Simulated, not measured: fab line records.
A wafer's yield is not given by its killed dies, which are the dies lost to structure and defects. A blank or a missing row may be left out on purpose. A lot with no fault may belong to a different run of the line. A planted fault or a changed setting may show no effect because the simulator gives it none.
Matching of chambers	flow n5_finfet	pecvd-04 running N5_BEOL_M12_DEP_53: 3 sister chambers
The step deposits SiCN from 3MS/NH3, target thk 30 nm, time 10.5 s. 6 wafers are shown with their chamber, then 8 later ones without.

## WAFERS, EACH WITH ITS CHAMBER
wafer	chamber	throttle_valve_pct (%)	showerhead_plenum_p_Torr (Torr)
L079.2	2	16.6	4.157
L079.5	2	16.7	4.172
L087.2	0	17.9	4.145
L087.3	1	19.2	4.148
L087.4	1	19.4	4.138
L091.1	0	18.1	4.148

## WAFERS WITH NO CHAMBER GIVEN
wafer	throttle_valve_pct (%)	showerhead_plenum_p_Torr (Torr)
L091.2	17.0	4.165
L091.5	18.9	4.148
L095.2	17.1	4.168
L095.4	17.1	4.161
L095.6	19.3	4.144
L096.1	19.1	4.142
L096.2	17.2	4.160
L096.6	17.5	4.173

## WHICH CHAMBER EACH WENT THROUGH
wafer	from the rows above	in truth
L091.2	2	2
L091.5	1	1
L095.2	2	2
L095.4	2	2
L095.6	1	1
L096.1	1	1
L096.2	2	2
L096.6	can't be placed: 0 or 2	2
7 of 8 placed correctly. Can't be placed from these rows: 1 (the true chamber is among the candidates in 1). Placed wrongly: 0.
How it was worked out, from the rows above alone: a wafer's distance from a chamber is the root of the sum, over the readings, of the square of ((its reading less the chamber's mean) divided by the reading's scatter). If the next closest chamber is less than 2 further off than the closest, the wafer can't be placed; otherwise it belongs to the closest. The mean given for a chamber averages the wafers shown for that chamber. The scatter is the square root of a quotient: the sum, over the shown wafers, of each reading's squared deviation from its chamber's mean, divided by wafers minus chambers.
